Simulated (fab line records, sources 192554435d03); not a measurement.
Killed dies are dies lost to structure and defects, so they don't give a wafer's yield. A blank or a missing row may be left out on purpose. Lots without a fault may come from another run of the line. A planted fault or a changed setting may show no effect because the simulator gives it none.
fab line records | flow n5_finfet | part 2 of 2: steps 5 to 6 of 6
record lots=22 wafers=66 last_day=18
route steps=1938 shown BEOL_M5@1188 BEOL_M6@1228
lots that met no fault: from a run of the same line without faults
start_h: hours from the record's first day to the start of the lot's first wafer shown | wait_h: hours since the lot's step before | " the same as in the row above | L1.1+2: a row that stands for several wafers | - no value, or no start given | * or withheld: withheld | < > ~ a bound
route shown NAME@n: a module of which the file shows steps, and the number in the route of the first | usual: mean/standard deviation of fault-free wafers | same: alike in all rows | chamber/n: place in a boat | sites: the reading at each site | _std_site: their standard deviation | _edge_site: outer sites' mean less inner sites' | radius_mm: how far each site lies from the wafer's centre | mask NAME#n: copy n | behind: the tool/chamber that last shaped the wafer | hold: why the lot was held/for how many hours/how that ended | device: the transistor (n, p or np) that didn't switch | end of line: the same wafers' tests at the end of the route | a step without rows: its recipe alone | killed: dies lost to structure and defects at the first sort, not the wafer's yield | map: a wafer's dies, x killed, . not, _ none there
set.NAME: the setting as run; set.NAME@STEP: as run at that earlier step | model.NAME: the simulator's own value behind a step, which no gauge read
steps of the route over a sample of lots; a table a step, a row a wafer
services: from which hour (start_h, from the record's first day; less than 0 if before it) a tool's chamber was out of use, for how many hours, and why
## steps
# step N5_BEOL_M6_STRIP_36
# recipe chemistry=N2/H2 power_w=450 temp_c=40 pressure_mtorr=20 rf_frequency_hz=6e+07 overash_fraction=0.3 bias_power_w=7 h2_frac=0.5 n2_flow_sccm=200 h2_flow_sccm=200
# usual drypump_motor_current_A=5.7/0.51 oes_product_au=0.80/0.11 rf_vpp_V=58.9/1.7 showerhead_plenum_p_Torr=2.52/0.084 throttle_valve_pct=23.73/0.26
# columns lot.wafer tool chamber start_h wait_h drypump_motor_current_A oes_product_au rf_hours_counter_h rf_vpp_V showerhead_plenum_p_Torr throttle_valve_pct
L075.3 rie_diel-01 3 211.60 0.0 5.8 0.74 184 59.7 2.64 23.76
L075.4 " 1 " " 5.2 0.76 149 60.7 2.44 24.37
L075.6 " 0 " " 6.3 0.71 - 59.8 2.50 23.78
L076.2 rie_diel-05 2 211.65 0.0 5.1 0.71 191 58.0 2.42 23.24
L076.4 " 3 " " 5.9 0.72 190 59.0 2.42 23.71
L076.6 " 0 " " 5.6 0.69 - 62.3 2.50 23.83
L077.2 rie_diel-05 0 214.63 0.0 5.7 0.67 236 58.5 2.50 23.84
L077.4 " 1 " " 5.2 0.83 78 57.7 2.46 23.62
L077.6 " 1 " " 5.2 0.84 - 58.1 2.46 23.63
L078.3 rie_diel-01 2 217.19 0.0 5.1 0.71 189 57.2 2.53 23.88
L078.4 " 1 " " 5.2 0.77 152 56.4 2.44 24.38
L078.5 " 0 " " 6.3 0.70 - 60.1 2.50 23.75
L079.1 rie_diel-05 3 229.21 0.0 5.9 0.71 197 59.2 2.42 23.71
L079.3 " 0 " " 5.7 0.67 242 57.3 2.50 23.85
L079.5 " 2 " " 5.1 0.71 - 61.2 2.41 23.30
L080.3 rie_diel-02 1 235.06 0.0 5.8 0.80 102 60.4 2.67 24.00
L080.4 " 3 " " 5.4 0.96 - 57.4 2.60 23.51
L080.5 " 1 " " 5.8 0.80 - 59.1 2.67 23.98
L081.2 rie_diel-01 3 244.44 0.0 5.7 0.74 196 59.3 2.63 23.77
L081.5 " 3 " " 5.7 0.73 - 62.8 2.63 23.75
L081.6 " 0 " " 6.3 0.70 - 56.6 2.50 23.81
L083.1 rie_diel-02 3 246.66 0.0 5.4 0.95 14 59.1 2.60 23.52
L083.3 " 1 " " 5.8 0.80 103 59.7 2.67 24.02
L083.6 " 3 " " 5.4 0.94 - 58.6 2.60 23.55
L082.2 rie_diel-01 0 253.23 0.0 6.3 0.68 223 58.1 2.50 23.79
L082.3 " 2 " " 5.1 0.70 201 62.2 2.52 23.90
L082.6 " 0 " " 6.3 0.69 - 56.6 2.50 23.80
L084.4 rie_diel-02 3 257.80 0.0 5.4 0.93 17 60.8 2.59 23.55
L084.5 " 3 " " 5.4 0.94 - 57.3 2.59 23.52
L084.6 " 2 " " 6.7 0.97 - 60.2 2.60 23.68
L086.3 rie_diel-02 1 258.19 0.0 5.8 0.79 107 61.0 2.67 24.01
L086.4 " 2 " " 6.8 0.96 4 58.1 2.60 23.68
L086.5 " 1 " " 5.8 0.79 - 57.9 2.67 24.02
L087.3 rie_diel-05 2 275.85 0.0 5.1 0.69 217 56.0 2.40 23.27
L087.5 " 2 " " 5.1 0.70 - 60.0 2.40 23.32
L087.6 " 3 " " 5.9 0.69 - 56.1 2.41 23.71
L085.4 rie_diel-05 3 282.05 0.0 5.9 0.68 218 61.7 2.41 23.74
L085.5 " 3 " " 5.9 0.70 - 60.9 2.41 23.75
L085.6 " 0 " " 5.6 1.00 - 58.7 2.49 23.61
L088.2 rie_diel-05 0 285.26 0.0 5.6 1.00 4 60.0 2.49 23.59
L088.3 " 1 " " 5.2 0.79 104 61.1 2.45 23.65
L088.6 " 2 " " 5.1 0.69 - 58.4 2.40 23.28
L089.1 rie_diel-02 0 287.24 0.0 5.9 0.91 37 61.4 2.48 23.46
L089.4 " 3 " " 5.4 0.91 28 58.2 2.59 23.55
L089.6 " 2 " " 6.8 0.94 - 59.4 2.59 23.68
L090.1 rie_diel-02 1 290.57 0.0 5.8 0.79 118 56.8 2.66 24.02
L090.3 " 0 " " 5.9 0.91 38 56.9 2.48 23.46
L090.4 " 2 " " 6.7 0.91 17 60.7 2.59 23.69
L091.2 rie_diel-01 3 293.11 0.0 5.7 0.72 213 60.7 2.63 23.81
L091.3 " 1 " " 5.2 0.75 177 59.7 2.43 24.41
L091.6 " 2 " " 5.1 0.71 - 59.6 2.52 23.92
L092.3 rie_diel-01 2 306.50 0.0 5.1 0.71 220 58.9 2.52 23.95
L092.5 " 0 " " 6.3 0.69 - 59.5 2.49 23.84
L092.6 " 2 " " 5.1 0.70 - 60.0 2.52 23.94
L094.1 rie_diel-02 0 317.86 0.0 5.9 0.89 49 61.0 2.48 23.45
L094.2 " 2 " " 6.8 0.90 27 59.1 2.59 23.68
L094.4 " 1 " " 5.8 0.78 128 64.6 2.66 24.03
L093.1 rie_diel-05 2 322.45 0.0 5.1 0.68 232 60.3 2.40 23.31
L093.3 " 3 " " 5.9 0.69 232 58.0 2.40 23.74
L093.5 " 0 " " 5.6 0.94 - 59.0 2.49 23.62
L095.2 rie_diel-01 2 326.35 0.0 5.1 0.68 227 59.3 2.51 23.93
L095.4 " 3 " " 5.7 0.72 222 58.0 2.62 23.77
L095.6 " 0 " " 6.3 0.68 - 56.6 2.49 23.87
L096.2 rie_diel-05 1 338.57 0.0 5.2 0.78 124 59.0 2.44 23.70
L096.3 " 2 " " 5.1 0.69 238 55.6 2.40 23.35
L096.5 " 3 " " 5.9 0.68 - 57.5 2.40 23.76
# step N5_BEOL_M6_ALD_77
# recipe material=TaN target_thk_a=20 temp_c=275 ald_precursor_family=PDMAT ald_co_reactant=NH3 pressure_torr=3 carrier_flow_sccm=1500 pulse_time_s=2 purge_time_s=3 co_reactant_purge_time_s=2 co_reactant_pulse_time_s=3 ald_cycles=40 precursor_vessel_temp_c=75 precursor_vessel_pressure_torr=26.25 precursor_vessel_carrier_sccm=1000
# usual heater_power_w=415/73 precursor_vessel_pressure_torr=26.24/0.058
# columns lot.wafer tool chamber start_h wait_h heater_power_w precursor_vessel_pressure_torr
L075.3 ald_metal-01 1 212.52 0.1 478 26.29
L075.4 " 2 " " 364 26.31
L075.6 " 3 " " 337 26.20
L076.2 ald_metal-01 0 214.51 0.0 450 26.25
L076.4 " 2 " " 367 26.30
L076.6 " 0 " " 453 26.27
L077.2 ald_metal-03 0 216.26 0.0 364 26.23
L077.4 " 1 " " 488 26.36
L077.6 " 1 " " 475 26.31
L078.3 ald_metal-04 1 219.36 0.3 559 26.15
L078.4 " 2 " " 456 26.25
L078.5 " 2 " " 459 26.24
L079.1 ald_metal-03 2 231.02 0.0 469 26.30
L079.3 " 1 " " 480 26.19
L079.5 " 3 " " 367 26.17
L080.3 ald_metal-04 2 235.99 0.1 462 26.27
L080.4 " 1 " " 565 26.31
L080.5 " 3 " " 341 26.32
L081.2 ald_metal-04 0 245.98 0.0 331 26.22
L081.5 " 3 " " 353 26.29
L081.6 " 2 " " 461 26.27
L083.1 ald_metal-04 1 248.19 0.2 556 26.28
L083.3 " 2 " " 452 26.15
L083.6 " 0 " " 329 26.27
L082.2 ald_metal-04 1 254.09 0.1 574 26.18
L082.3 " 3 " " 355 26.32
L082.6 " 2 " " 457 26.29
L084.4 ald_metal-04 2 258.82 0.0 461 26.27
L084.5 " 0 " " 338 26.25
L084.6 " 3 " " 351 26.26
L086.3 ald_metal-01 0 259.30 0.1 461 26.27
L086.4 " 1 " " 472 26.30
L086.5 " 2 " " 363 26.32
L087.3 ald_metal-01 1 276.97 0.1 487 26.19
L087.5 " 0 " " 453 26.17
L087.6 " 3 " " 337 26.22
L085.4 ald_metal-03 0 283.19 0.1 365 26.25
L085.5 " 3 " " 359 26.11
L085.6 " 0 " " 353 26.36
L088.2 ald_metal-01 1 286.74 0.0 460 26.19
L088.3 " 3 " " 337 26.17
L088.6 " 3 " " 336 26.12
L089.1 ald_metal-01 1 288.37 0.0 465 26.19
L089.4 " 2 " " 365 26.23
L089.6 " 1 " " 469 26.25
L090.1 ald_metal-03 0 291.73 0.1 361 26.34
L090.3 " 3 " " 361 26.25
L090.4 " 2 " " 481 26.23
L091.2 ald_metal-03 0 294.23 0.1 367 26.40
L091.3 " 1 " " 474 26.24
L091.6 " 0 " " 365 26.33
L092.3 ald_metal-04 3 307.53 0.0 355 26.23
L092.5 " 2 " " 463 26.20
L092.6 " 1 " " 554 26.18
L094.1 ald_metal-01 3 321.18 0.1 339 26.17
L094.2 " 2 " " 372 26.27
L094.4 " 0 " " 439 26.27
L093.1 ald_metal-04 0 323.33 0.0 336 26.34
L093.3 " 3 " " 336 26.22
L093.5 " 0 " " 323 26.31
L095.2 ald_metal-01 1 327.62 0.1 465 26.30
L095.4 " 0 " " 459 26.29
L095.6 " 3 " " 335 26.16
L096.2 ald_metal-04 3 340.04 0.2 352 26.21
L096.3 " 0 " " 333 26.19
L096.5 " 1 " " 550 26.32
## services
# columns tool chamber start_h hours kind
rie_diel-02 3 191.84 - clean
rie_diel-02 3 191.84 - consumable_replace:focus_ring
rie_diel-02 3 191.84 25.8 scheduled_down
rie_diel-02 3 191.84 25.8 vent_cycle
ald_metal-04 - 206.17 0.3 repair
rie_diel-02 2 217.75 - clean
rie_diel-02 2 217.75 - consumable_replace:focus_ring
rie_diel-02 2 217.75 25.7 scheduled_down
rie_diel-02 2 217.75 25.7 vent_cycle
ald_metal-04 - 220.59 2.8 pm
rie_diel-02 - 226.47 0.7 repair
rie_diel-02 1 237.00 5.9 repair
cvd_co-01 - 245.95 6.9 pm
rie_diel-05 0 251.31 - clean
rie_diel-05 0 251.31 - consumable_replace:focus_ring
rie_diel-05 0 251.31 19.1 scheduled_down
rie_diel-05 0 251.31 19.1 vent_cycle
cvd_co-02 - 284.48 3.8 pm
rie_diel-01 3 303.84 3.5 repair
cvd_co-01 2 319.64 1.8 repair
rie_diel-01 0 328.81 - clean
rie_diel-01 0 328.81 - consumable_replace:focus_ring
rie_diel-01 0 328.81 18.1 scheduled_down
ald_metal-01 - 337.25 14.0 pm
